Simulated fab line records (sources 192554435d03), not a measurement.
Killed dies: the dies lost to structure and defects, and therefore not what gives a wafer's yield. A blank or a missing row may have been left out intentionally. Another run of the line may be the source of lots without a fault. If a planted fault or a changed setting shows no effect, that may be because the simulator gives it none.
fab line records    flow n5-finfet
record lots=9  wafers=26  last-day=18
route steps=1938 shown BEOL_M4@1111 BEOL_M12@1614 PASSIVATION@1936
lots untouched by any fault: they come from a run of this same line in which no faults occurred
start-h: hours from the record's first day to the start of the lot's first wafer shown    wait-h: hours from the lot's prior step to this one    " repeats the value in the row above    L1.1+2: a single row standing in for several wafers    - no value, or no start was given    * or withheld: withheld    < > ~ a bound
route shown NAME@n: NAME is a module with steps in the file, n the number in the route of the first one    usual: average and standard deviation across the fault-free wafers    same: alike in all rows    chamber/n: place in a boat    sites: readings site by site    _std_site: the values' standard deviation    _edge_site: inner sites' mean taken away from outer sites' mean    radius-mm: for every site, how far away it sits from the centre of the wafer    mask NAME#n: copy n    behind: the most recent tool/chamber to have shaped the wafer    hold: why the lot went on hold/how many hours it stayed there/how the hold came to an end    device: the n, p or np transistor that did not switch    end of line: the same wafers' tests at the end of the route    where a step has no rows: the recipe by itself    killed: count of dies lost to structure and defects at first sort (not the wafer's yield)    map: shows each die of a wafer: x if killed, . if not, _ if none is there
set.NAME: the setting that was run; set.NAME@STEP: the one run at that earlier step    model.NAME: the simulator's own value behind a step, which no gauge read
the route's steps for a sample of lots (tables are steps, rows are wafers)
services: from which hour (start-h, from the record's first day; less than 0 if before it) a tool's chamber was out of use, for how many hours, and why
## steps
# step N5_BEOL_M4_RC_MEAS_101
# usual DIBL_N=36.0/2.2  DIBL_P=36.2/2.4  IOFF_N=0.16/0.035  IOFF_P=0.21/0.037  ION_N=672/13  ION_P=461/7  SS_N=71.4/0.69  SS_P=73.2/0.75  VT_N=250/3.4  VT_P=-251/3
lot.wafer  tool       chamber  start-h  wait-h  DIBL_N[mV/V]  DIBL_P[mV/V]  IOFF_N[nA/um]  IOFF_P[nA/um]  ION_N[uA/um]  ION_P[uA/um]  SS_N[mV/dec]  SS_P[mV/dec]  VT_N[mV]  VT_P[mV]
L987.2     prober-01  0        207.96   0.3     37.4          36.8          0.14           0.21           676           465           71.4          73.0          254       -247
L987.3     "          0        "        "       36.3          36.0          0.13           0.20           670           468           71.3          72.5          252       -250
L987.4     "          0        "        "       33.0          32.4          0.09           0.15           649           456           70.2          72.0          257       -251
L991.1     prober-02  0        235.70   0.0     34.2          33.5          0.13           0.18           675           465           70.3          72.5          252       -250
L991.4     "          0        "        "       36.7          37.9          0.18           0.24           684           471           71.8          73.6          246       -246
L991.6     "          0        "        "       36.2          36.5          0.16           0.22           683           460           70.8          73.1          249       -250
L992.1     prober-01  0        240.70   0.0     38.1          37.4          0.20           0.21           667           455           72.1          73.1          250       -252
L992.3     "          0        "        "       38.7          40.3          0.22           0.26           690           466           71.9          74.4          244       -246
L992.6     "          0        "        "       37.8          39.1          0.19           0.23           677           459           71.7          73.5          248       -252
L999.2     prober-02  0        299.60   0.2     35.1          36.3          0.15           0.22           664           461           71.1          73.1          248       -250
L999.3     "          0        "        "       35.3          35.5          0.15           0.19           677           457           70.9          73.1          251       -252
L999.5     "          0        "        "       35.8          37.0          0.16           0.23           677           463           71.8          73.0          250       -248
L998.3     prober-02  0        302.42   0.3     35.7          36.3          0.16           0.20           673           466           71.7          73.6          251       -253
L998.5     "          0        "        "       36.6          37.7          0.17           0.22           665           464           72.0          73.7          251       -252
L998.6     "          0        "        "       34.8          36.3          0.15           0.20           669           458           71.0          73.3          250       -253
L101.1     prober-01  0        302.65   0.0     36.3          34.9          0.13           0.19           659           452           71.5          73.4          252       -250
L101.4     "          0        "        "       32.1          30.5          0.09           0.14           651           450           69.7          72.0          258       -256
L101.6     "          0        "        "       32.0          30.6          0.09           0.14           647           452           69.8          71.9          259       -254
L100.1     prober-02  0        303.93   0.0     34.0          34.4          0.13           0.17           664           454           71.3          72.1          252       -252
L100.6     "          0        "        "       34.9          34.8          0.14           0.18           663           455           72.2          72.4          252       -253
L102.2     prober-01  0        304.76   0.2     40.9          41.1          0.26           0.30           700           476           72.6          75.2          243       -247
L102.3     "          0        "        "       38.3          37.2          0.18           0.23           689           466           71.8          73.6          249       -251
L102.6     "          0        "        "       38.9          38.2          0.20           0.24           691           462           71.8          74.7          249       -249
L103.1     prober-02  0        322.04   0.0     35.0          35.2          0.14           0.18           658           455           70.9          72.9          252       -250
L103.3     "          0        "        "       33.6          33.7          0.11           0.16           645           447           70.1          71.8          254       -254
L103.5     "          0        "        "       33.6          34.3          0.12           0.16           649           451           70.0          71.6          255       -253
# step N5_BEOL_M12_INSPECT_12
# recipe mode=adi  inspect-instrument=macro
# usual raw-defect-count=2.3/1.4
lot.wafer  tool               chamber  start-h  wait-h  raw-defect-count
L987.2     defect-inspect-02  -        273.73   0.0     2
L987.3     "                  -        "        "       0
L987.4     "                  -        "        "       6
L991.1     defect-inspect-02  -        300.83   0.0     1
L991.4     "                  -        "        "       4
L991.6     "                  -        "        "       4
L992.1     defect-inspect-01  -        308.95   0.0     0
L992.3     "                  -        "        "       2
L992.6     "                  -        "        "       0
L101.1     defect-inspect-01  -        371.88   0.0     2
L101.4     "                  -        "        "       3
L101.6     "                  -        "        "       1
L999.2     defect-inspect-01  -        372.84   0.0     1
L999.3     "                  -        "        "       1
L999.5     "                  -        "        "       2
L100.1     defect-inspect-01  -        373.23   0.0     3
L100.6     "                  -        "        "       2
L998.3     defect-inspect-01  -        373.71   0.0     3
L998.5     "                  -        "        "       3
L998.6     "                  -        "        "       4
L102.2     defect-inspect-02  -        373.98   0.0     2
L102.3     "                  -        "        "       1
L102.6     "                  -        "        "       2
L103.1     defect-inspect-01  -        389.11   0.0     4
L103.3     "                  -        "        "       3
L103.5     "                  -        "        "       1
# step N5_BEOL_M12_VIA_ETCH_16
# recipe chemistry=C4F8/O2/Ar  target=SiOC  pressure-mtorr=30  source-w=3000  bias-w=700  Ar_flow_sccm=400  C4F8_flow_sccm=15  O2_flow_sccm=8  he-inner-torr=15  he-outer-torr=30  target-depth-a=7248  time-s=withheld  ion-energy-ev=250  ends=cleared
# usual C4F8_flow_sccm=15.00/0.048  O2_flow_sccm=8.001/0.023  drypump-motor-current-A=5.6/0.49  oes-product-au=0.72/0.06  rf-fwd-power-W=2990/8.4  rf-vpp-V=666/3.4  showerhead-plenum-p-Torr=3.44/0.12  throttle-valve-pct=24.22/0.21
lot.wafer  tool         chamber  start-h  wait-h  C4F8_flow_sccm  O2_flow_sccm  drypump-motor-current-A  oes-product-au  rf-fwd-power-W  rf-vpp-V  showerhead-plenum-p-Torr  throttle-valve-pct
L987.2     rie-diel-06  3        273.85   0.0     14.98           8.012         5.0                      0.79            3000            671       3.63                      24.52
L987.3     "            0        "        "       15.00           8.023         5.3                      0.77            2978            668       3.44                      24.06
L987.4     "            2        "        "       14.97           8.011         5.4                      0.82            2982            667       3.48                      24.08
L991.1     rie-diel-04  0        300.95   0.0     15.14           7.983         4.9                      0.69            2998            663       3.32                      24.40
L991.4     "            1        "        "       15.01           7.997         5.7                      0.64            2991            661       3.24                      23.80
L991.6     "            0        "        "       15.06           8.009         4.9                      0.69            3003            662       3.32                      24.41
L992.1     rie-diel-06  0        309.08   0.0     14.99           7.994         5.3                      0.76            2999            668       3.43                      24.06
L992.3     "            3        "        "       15.00           8.010         4.9                      0.78            2991            669       3.62                      24.54
L992.6     "            2        "        "       14.98           7.993         5.4                      0.80            3006            666       3.47                      24.07
L101.1     rie-diel-06  3        372.12   0.0     15.03           7.947         5.0                      0.75            2988            671       3.61                      24.58
L101.4     "            2        "        "       15.01           8.036         5.4                      0.77            2989            666       3.46                      24.12
L101.6     "            1        "        "       15.01           8.012         5.9                      0.73            3000            671       3.59                      24.20
L999.2     rie-diel-03  0        372.96   0.0     15.10           7.988         5.1                      0.66            2993            669       3.53                      24.33
L999.3     "            2        "        "       14.97           7.994         5.6                      0.69            2980            662       3.27                      24.34
L999.5     "            1        "        "       14.95           7.958         6.3                      0.67            2978            665       3.43                      24.06
L100.1     rie-diel-06  2        373.35   0.0     15.13           8.016         5.4                      0.77            2983            667       3.46                      24.10
L100.6     "            2        "        "       15.02           8.027         5.4                      0.76            2979            665       3.46                      24.12
L998.3     rie-diel-04  3        373.83   0.0     14.95           7.978         5.8                      0.83            2995            664       3.39                      23.91
L998.5     "            3        "        "       14.94           7.981         5.8                      0.83            2983            665       3.39                      23.92
L998.6     "            2        "        "       15.06           8.005         6.8                      0.82            3007            664       3.37                      24.43
L102.2     rie-diel-04  3        374.14   0.0     15.04           7.971         5.8                      0.84            2991            664       3.39                      23.90
L102.3     "            1        "        "       15.05           8.043         5.7                      0.63            2992            660       3.22                      23.84
L102.6     "            2        "        "       14.98           7.979         6.8                      0.82            2995            664       3.37                      24.41
L103.1     rie-diel-03  3        389.76   0.0     15.01           7.960         5.7                      0.66            2991            663       3.28                      24.15
L103.3     "            0        "        "       15.04           8.035         5.1                      0.65            2984            668       3.53                      24.35
L103.5     "            3        "        "       14.98           7.985         5.7                      0.66            2993            661       3.28                      24.14
# step N5_BEOL_M12_ETCH_68
# recipe chemistry=N2/H2  target=SOC  mask-material=SiARC  source-w=3000  bias-w=350  temp-c=40  time-s=285  ion-energy-ev=200  pressure-mtorr=30  n2-flow-sccm=200  h2-flow-sccm=200
# usual bias-w=350.0/1.1  chamber-pressure-mTorr=29.995/0.029  drypump-motor-current-A=5.6/0.51  oes-product-au=0.80/0.076  rf-fwd-power-W=2992/9.5  rf-vpp-V=523.7/2.8  showerhead-plenum-p-Torr=2.54/0.097  throttle-valve-pct=17.69/0.22
lot.wafer  tool         chamber  start-h  wait-h  bias-w  chamber-pressure-mTorr  drypump-motor-current-A  oes-product-au  rf-fwd-power-W  rf-hours-counter-h  rf-vpp-V  showerhead-plenum-p-Torr  throttle-valve-pct
L987.2     rie-diel-03  2        274.98   0.1     350.0   30.002                  5.6                      0.80            2996            107                 520.8     2.45                      17.92
L987.3     "            1        "        "       352.1   29.987                  6.3                      0.77            2995            130                 525.0     2.54                      17.38
L987.4     "            0        "        "       350.3   30.001                  5.2                      0.75            2983            141                 526.6     2.63                      17.76
L991.1     rie-diel-03  3        302.28   0.1     -       -                       -                        -               -               -                   -         -                         -
L991.4     "            1        "        "       -       -                       -                        -               -               -                   -         -                         -
L991.6     "            1        "        "       -       -                       -                        -               -               -                   -         -                         -
L992.1     rie-diel-06  3        310.08   0.1     -       -                       -                        -               -               -                   -         -                         -
L992.3     "            0        "        "       -       -                       -                        -               -               -                   -         -                         -
L992.6     "            1        "        "       -       -                       -                        -               -               -                   -         -                         -
L101.1     rie-diel-04  2        373.13   0.1     349.3   29.953                  6.8                      0.90            3006            20                  522.5     2.49                      17.83
L101.4     "            3        "        "       351.9   29.993                  5.8                      0.93            2993            6                   521.1     2.49                      17.21
L101.6     "            3        "        "       350.9   29.985                  5.8                      0.92            2975            -                   523.5     2.49                      17.19
L999.2     rie-diel-03  1        373.96   0.1     350.2   29.961                  6.3                      0.74            2997            163                 522.0     2.52                      17.41
L999.3     "            0        "        "       349.7   30.059                  5.1                      0.74            2990            169                 526.3     2.62                      17.81
L999.5     "            3        "        "       350.9   29.981                  5.7                      0.75            3002            -                   521.7     2.43                      17.74
L100.1     rie-diel-03  1        374.45   0.1     348.6   30.030                  6.3                      0.74            2987            164                 522.6     2.52                      17.41
L100.6     "            2        "        "       352.3   29.945                  5.6                      0.76            2988            -                   520.6     2.43                      17.96
L998.3     rie-diel-03  0        375.36   0.1     350.1   29.993                  5.2                      0.73            2977            169                 526.3     2.62                      17.79
L998.5     "            3        "        "       349.3   29.975                  5.7                      0.75            2998            -                   521.4     2.43                      17.71
L998.6     "            2        "        "       350.2   29.968                  5.6                      0.76            2984            -                   519.9     2.43                      17.99
L102.2     rie-diel-06  0        375.77   0.1     349.3   30.013                  5.3                      0.82            2995            82                  524.1     2.57                      17.82
L102.3     "            2        "        "       351.2   29.996                  5.4                      0.84            3002            51                  524.8     2.56                      17.53
L102.6     "            0        "        "       350.9   30.000                  5.3                      0.81            2971            -                   524.1     2.57                      17.81
L103.1     rie-diel-06  3        390.98   0.1     349.2   30.028                  5.0                      0.82            2984            100                 527.6     2.66                      17.84
L103.3     "            1        "        "       350.3   29.967                  5.9                      0.80            2990            -                   527.4     2.67                      17.74
L103.5     "            3        "        "       349.5   30.029                  5.0                      0.83            2989            -                   528.7     2.66                      17.82
# step N5_BEOL_M12_TRENCH_ETCH_34
# recipe chemistry=C4F8/O2/Ar  target=SiOC  target-depth-a=3189.5  mask-material=SOC  pressure-mtorr=30  source-w=3000  bias-w=700  Ar_flow_sccm=400  C4F8_flow_sccm=15  O2_flow_sccm=8  he-inner-torr=15  he-outer-torr=30  time-s=125.5  ion-energy-ev=250
# usual C4F8_flow_sccm=14.99/0.047  O2_flow_sccm=8.002/0.024  drypump-motor-current-A=5.6/0.52  oes-product-au=0.80/0.076  rf-fwd-power-W=2987/9  rf-vpp-V=665/3.4  showerhead-plenum-p-Torr=3.42/0.12  throttle-valve-pct=24.21/0.24
lot.wafer  tool         chamber  start-h  wait-h  C4F8_flow_sccm  O2_flow_sccm  drypump-motor-current-A  oes-product-au  rf-fwd-power-W  rf-hours-counter-h  rf-vpp-V  showerhead-plenum-p-Torr  throttle-valve-pct
L987.2     rie-diel-03  2        275.17   0.0     14.94           7.980         5.6                      0.80            2990            107                 663       3.29                      24.28
L987.3     "            1        "        "       14.98           8.021         6.3                      0.77            3002            130                 665       3.45                      24.03
L987.4     "            0        "        "       15.02           7.993         5.2                      0.75            2983            141                 669       3.55                      24.32
L991.1     rie-diel-03  3        302.46   0.0     14.98           7.943         5.7                      0.77            2980            137                 662       3.30                      24.12
L991.4     "            1        "        "       15.03           8.018         6.3                      0.77            2991            139                 665       3.45                      24.03
L991.6     "            1        "        "       14.94           8.022         6.3                      0.76            2982            -                   666       3.44                      24.04
L992.1     rie-diel-06  3        310.26   0.0     15.03           7.968         5.0                      0.86            3000            71                  671       3.62                      24.55
L992.3     "            0        "        "       14.94           8.020         5.3                      0.83            2983            62                  667       3.43                      24.05
L992.6     "            1        "        "       14.97           7.983         5.9                      0.82            2971            -                   671       3.60                      24.18
L101.1     rie-diel-04  2        373.31   0.0     14.96           8.012         6.8                      0.92            2997            20                  665       3.37                      24.44
L101.4     "            3        "        "       15.03           8.064         5.8                      0.95            2988            6                   663       3.39                      23.91
L101.6     "            3        "        "       14.99           8.013         5.8                      0.94            2986            -                   665       3.39                      23.93
L999.2     rie-diel-03  1        374.14   0.0     15.04           8.015         6.3                      0.74            2991            163                 666       3.43                      24.07
L999.3     "            0        "        "       15.00           7.987         5.2                      0.73            2981            169                 669       3.53                      24.33
L999.5     "            3        "        "       14.87           8.002         5.7                      0.75            2983            -                   661       3.29                      24.15
L100.1     rie-diel-03  1        374.63   0.0     15.02           8.024         6.3                      0.74            2999            164                 665       3.43                      24.06
L100.6     "            2        "        "       15.03           8.020         5.6                      0.75            2983            -                   661       3.27                      24.36
L998.3     rie-diel-03  0        375.55   0.0     15.00           7.964         5.2                      0.74            2976            169                 670       3.53                      24.33
L998.5     "            3        "        "       15.01           7.973         5.7                      0.74            2999            -                   661       3.29                      24.13
L998.6     "            2        "        "       14.98           8.002         5.6                      0.75            2996            -                   661       3.27                      24.34
L102.2     rie-diel-06  0        375.95   0.0     14.92           8.018         5.3                      0.81            2990            83                  666       3.42                      24.08
L102.3     "            2        "        "       15.02           8.043         5.4                      0.84            2987            51                  667       3.46                      24.11
L102.6     "            0        "        "       14.91           8.010         5.3                      0.81            2996            -                   667       3.42                      24.10
L103.1     rie-diel-06  3        391.25   0.0     14.97           8.023         5.0                      0.82            3006            101                 668       3.60                      24.58
L103.3     "            1        "        "       14.93           8.029         5.9                      0.80            2984            -                   669       3.58                      24.22
L103.5     "            3        "        "       15.00           7.981         5.0                      0.83            2995            -                   669       3.60                      24.60
# step N5_PASSIVATION_PROBE_49
# usual defect-limited-yield=91.2/1.4  killed_at_M0_to_M3=34/9.4  killed_at_M4_up=14/5.6  killed-at-contacts=13/7.8  killed-at-front-end=37/10  killed-at-other=4/3.3  killed-dies=103/17  killed-on-rim=14/3.5  killed-open=68/13  killed-short=33/8.2  sort_bin_5_function=5.1/0.92  sort_bin_6_memory=3.3/0.71  sort_bin_8_speed=0.01/0.043  sort-n-pass=1077/17  sort-yield-pct=91.2/1.4
# same gross-dies=1180  killed-at-back-side=0  sort_bin_4_leakage[%]=0
lot.wafer  tool       chamber  start-h  wait-h  defect-limited-yield[%]  killed_at_M0_to_M3  killed_at_M4_up  killed-at-contacts  killed-at-front-end  killed-at-other  killed-dies  killed-on-rim  killed-open  killed-short  sort_bin_5_function[%]  sort_bin_6_memory[%]  sort_bin_8_speed[%]  sort-n-pass  sort-yield-pct[%]
L987.2     prober-02  -        309.09   0.1     91.9                     11                  16               30                  36                   3                96           9              71           25            5.2                     2.9                   0                    1084         91.9
L987.3     prober-02  -        309.14   0.1     88.6                     39                  23               21                  42                   9                134          13             88           46            7.0                     4.0                   0                    1046         88.6
L987.4     prober-02  -        309.19   0.2     90.1                     46                  6                14                  50                   1                117          15             66           50            6.4                     3.2                   0                    1063         90.1
L991.1     prober-02  -        343.83   0.0     0                        24                  1102             16                  33                   5                1180         152            72           31            96.8                    3.1                   0                    0            0
L991.4     prober-02  -        343.98   0.2     0                        29                  1091             15                  39                   6                1180         152            65           39            96.0                    3.8                   0                    0            0
L991.6     prober-02  -        344.08   0.3     0                        32                  1105             3                   36                   4                1180         152            53           32            97.1                    2.4                   0                    0            0
L992.1     prober-02  -        347.14   0.0     0                        28                  1106             10                  33                   3                1180         152            59           24            97.0                    2.5                   0                    0            0
L992.3     prober-02  -        347.24   0.1     0                        30                  1090             6                   46                   8                1180         152            62           37            96.7                    3.1                   0                    0            0
L992.6     prober-02  -        347.39   0.3     0                        37                  1091             10                  42                   0                1180         152            75           27            96.9                    3.0                   0                    0            0
L999.2     prober-01  -        409.92   0.1     91.5                     34                  13               9                   43                   1                100          12             70           28            4.7                     3.3                   0                    1080         91.5
L999.3     prober-01  -        409.97   0.1     90.0                     32                  18               9                   53                   6                118          22             71           47            6.2                     3.5                   0                    1062         90.0
L999.5     prober-01  -        410.07   0.2     93.1                     29                  9                5                   38                   1                82           16             53           23            4.0                     2.5                   0                    1098         93.1
L100.1     prober-02  -        416.83   0.0     93.0                     30                  13               3                   28                   9                83           12             51           29            4.2                     2.5                   0                    1097         93.0
L100.6     prober-02  -        417.08   0.3     91.8                     32                  16               13                  31                   5                97           19             60           26            3.7                     3.2                   0                    1083         91.8
L998.3     prober-02  -        418.77   0.1     94.0                     30                  7                4                   26                   4                71           7              48           22            3.2                     2.6                   0.08                 1109         94.0
L998.5     prober-02  -        418.87   0.2     91.9                     30                  11               5                   40                   9                95           13             68           25            4.4                     3.6                   0                    1085         91.9
L998.6     prober-02  -        418.92   0.3     92.0                     41                  4                14                  33                   2                94           11             67           25            4.7                     2.8                   0                    1086         92.0
# killed by level:class
L987.2 MOL_CONTACT_COAG:geometric-particle:open=22 STI_FIN_REVEAL:geometric-particle:open=14 FIN_SAQP:geometric-particle:open=9 MOL_CONTACT_COAG:geometric-particle:short=8 BEOL_M4:geometric-particle:open=7 BEOL_M7:geometric-particle:open=4 GATE_CUT:geometric-particle:short=3 FIN_SAQP:geometric-particle:short=3
L987.3 MOL_CONTACT_COAG:geometric-particle:open=19 BEOL_M0_SAQP:geometric-particle:open=13 BEOL_M0_SAQP:geometric-particle:short=10 FIN_SAQP:geometric-particle:short=9 FIN_SAQP:geometric-particle:open=9 STI_FIN_REVEAL:geometric-particle:open=9 BEOL_M4:geometric-particle:open=9 BEOL_M2:geometric-particle:open=6
L987.4 FIN_SAQP:geometric-particle:short=18 BEOL_M0_SAQP:geometric-particle:open=13 MOL_CONTACT_COAG:geometric-particle:open=10 BEOL_M0_SAQP:geometric-particle:short=9 BEOL_M2:geometric-particle:open=9 STI_FIN_REVEAL:geometric-particle:open=8 BEOL_M3:geometric-particle:open=6 BEOL_M1:geometric-particle:open=5
L991.1 BEOL_M12:area-etch=1077 MOL_CONTACT_COAG:geometric-particle:open=15 BEOL_M0_SAQP:geometric-particle:short=8 STI_FIN_REVEAL:geometric-particle:open=7 FIN_SAQP:geometric-particle:short=6 BEOL_M5:geometric-particle:open=6 GATE_CUT:geometric-particle:short=5 BEOL_M0_SAQP:geometric-particle:open=5
L991.4 BEOL_M12:area-etch=1075 BEOL_M0_SAQP:geometric-particle:open=14 MOL_CONTACT_COAG:geometric-particle:open=9 FIN_SAQP:geometric-particle:short=7 STI_FIN_REVEAL:geometric-particle:open=7 BEOL_M2:geometric-particle:open=7 MOL_CONTACT_COAG:geometric-particle:short=6 BEOL_M4:geometric-particle:open=6
L991.6 BEOL_M12:area-etch=1094 BEOL_M0_SAQP:geometric-particle:short=11 STI_FIN_REVEAL:geometric-particle:open=10 BEOL_M0_SAQP:geometric-particle:open=7 GATE_CUT:geometric-particle:short=6 FIN_SAQP:geometric-particle:open=5 BEOL_M1:geometric-particle:open=5 BEOL_M2:geometric-particle:open=4
L992.1 BEOL_M12:area-etch=1097 STI_FIN_REVEAL:geometric-particle:open=10 MOL_CONTACT_COAG:geometric-particle:open=9 BEOL_M0_SAQP:geometric-particle:open=6 BEOL_M1:geometric-particle:open=6 FIN_SAQP:geometric-particle:open=5 BEOL_M3:geometric-particle:open=5 FIN_SAQP:geometric-particle:short=4
L992.3 BEOL_M12:area-etch=1081 STI_FIN_REVEAL:geometric-particle:open=15 BEOL_M0_SAQP:geometric-particle:open=12 BEOL_M0_SAQP:geometric-particle:short=11 ILD0:geometric-particle:short=5 MOL_CONTACT_COAG:geometric-particle:open=5 FIN_SAQP:geometric-particle:short=4 ILD0:geometric-particle:open=4
L992.6 BEOL_M12:area-etch=1078 STI_FIN_REVEAL:geometric-particle:open=16 BEOL_M0_SAQP:geometric-particle:open=12 MOL_CONTACT_COAG:geometric-particle:open=9 BEOL_M0_SAQP:geometric-particle:short=9 DUMMY_GATE:geometric-particle:open=6 BEOL_M2:geometric-particle:open=6 BEOL_M4:geometric-particle:open=5
L999.2 STI_FIN_REVEAL:geometric-particle:open=15 BEOL_M2:geometric-particle:open=10 MOL_CONTACT_COAG:geometric-particle:open=8 FIN_SAQP:geometric-particle:open=6 BEOL_M4:geometric-particle:open=6 BEOL_M0_SAQP:geometric-particle:open=5 BEOL_M0_SAQP:geometric-particle:short=5 BEOL_M1:geometric-particle:open=4
L999.3 FIN_SAQP:geometric-particle:open=13 STI_FIN_REVEAL:geometric-particle:open=10 BEOL_M0_SAQP:geometric-particle:short=10 FIN_SAQP:geometric-particle:short=6 GATE_CUT:geometric-particle:short=6 MOL_CONTACT_COAG:geometric-particle:short=5 BEOL_M1:geometric-particle:open=5 BEOL_M8:geometric-particle:open=5
L999.5 STI_FIN_REVEAL:geometric-particle:open=9 BEOL_M0_SAQP:geometric-particle:open=8 BEOL_M1:geometric-particle:open=6 FIN_SAQP:geometric-particle:short=5 MOL_CONTACT_COAG:geometric-particle:open=5 BEOL_M1:geometric-particle:short=5 STARTING-WAFER:geometric-particle:short=5 HKMG_FIN:area-etch=5
L100.1 BEOL_M0_SAQP:geometric-particle:open=9 BEOL_M0_SAQP:geometric-particle:short=8 STI_FIN_REVEAL:geometric-particle:open=6 BEOL_M4:geometric-particle:open=6 FIN_SAQP:geometric-particle:open=4 BEOL_M1:geometric-particle:open=4 BEOL_M3:geometric-particle:open=4 FIN_SAQP:geometric-particle:short=3
L100.6 MOL_CONTACT_COAG:geometric-particle:open=10 HKMG_FIN:area-etch=9 BEOL_M0_SAQP:geometric-particle:open=8 BEOL_M3:geometric-particle:open=8 BEOL_M2:geometric-particle:open=7 FIN_SAQP:geometric-particle:open=6 FIN_SAQP:geometric-particle:short=5 BEOL_M4:geometric-particle:open=5
L998.3 BEOL_M3:geometric-particle:open=8 STI_FIN_REVEAL:geometric-particle:open=6 BEOL_M0_SAQP:geometric-particle:open=6 BEOL_M1:geometric-particle:open=6 FIN_SAQP:geometric-particle:short=4 FIN_SAQP:geometric-particle:open=3 STI_FIN_REVEAL:geometric-particle:short=3 MOL_CONTACT_COAG:geometric-particle:open=3
L998.5 BEOL_M3:geometric-particle:open=9 STI_FIN_REVEAL:geometric-particle:open=8 BEOL_M4:geometric-particle:open=8 FIN_SAQP:geometric-particle:open=6 BEOL_M1:geometric-particle:open=6 GATE_CUT:geometric-particle:short=5 MOL_CONTACT_COAG:geometric-particle:open=5 BEOL_M3:geometric-particle:short=4
L998.6 BEOL_M3:geometric-particle:open=13 MOL_CONTACT_COAG:geometric-particle:open=12 STI_FIN_REVEAL:geometric-particle:open=9 DUMMY_GATE:geometric-particle:open=6 BEOL_M0_SAQP:geometric-particle:short=6 BEOL_M1:geometric-particle:open=6 BEOL_M0_SAQP:geometric-particle:open=4 BEOL_M2:geometric-particle:open=4
## services
tool         chamber  start-h  hours  kind
rie-diel-03  1        265.87   8.3    repair
rie-diel-04  2        281.12   -      clean
rie-diel-04  2        281.12   -      consumable-replace:focus-ring
rie-diel-04  2        281.12   32.3   scheduled-down
rie-diel-04  2        281.12   32.3   vent-cycle
rie-diel-03  0        314.36   19.1   repair
rie-diel-03  1        319.35   9.5    repair
rie-diel-06  0        335.30   4.4    repair
rie-diel-03  3        338.59   11.0   repair
rie-diel-04  3        341.90   -      clean
rie-diel-04  3        341.90   -      consumable-replace:focus-ring
rie-diel-04  3        341.90   15.6   scheduled-down
rie-diel-04  3        341.90   15.6   vent-cycle
rie-diel-04  2        358.26   6.6    repair
rie-diel-06  2        379.85   11.7   repair
rie-diel-03  2        380.00   12.7   repair
rie-diel-04  1        384.22   -      clean
rie-diel-04  1        384.22   -      consumable-replace:focus-ring
rie-diel-04  1        384.22   -      consumable-replace:showerhead
rie-diel-04  1        384.22   16.0   scheduled-down
rie-diel-04  1        384.22   16.0   vent-cycle
rie-diel-06  0        386.76   22.5   repair
## key
first-sign step=N5_BEOL_M12_ETCH_68  reading=tool-record  direction=missing
effect step=N5_PASSIVATION_PROBE_49  reading=killed_at_M4_up  direction=up  sigmas=99+  usual=14  struck=1098
more-kills-born-at N5_BEOL_M12_ETCH_68@rie-diel-06=3256  N5_BEOL_M12_ETCH_68@rie-diel-03=3246
met-at N5_BEOL_M12_ETCH_68
struck-lots L991,L992
later-rows-left-out L991.1,L991.4,L991.6,L992.1,L992.3,L992.6
not-acting-at N5_BEOL_M12_INSPECT_12,N5_BEOL_M12_VIA_ETCH_16,N5_BEOL_M12_TRENCH_ETCH_34
onset-between 274.98 302.28
fault kind=skipped-step-whole  tool=rie-diel-03,rie-diel-06  chamber=-  onset-h=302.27  steps=N5_BEOL_M12_ETCH_68  scope=struck-lots-only
# later-rows-left-out: the simulator's readings of these wafers behind a module that went badly wrong aren't trusted and aren't shown, but for the sort
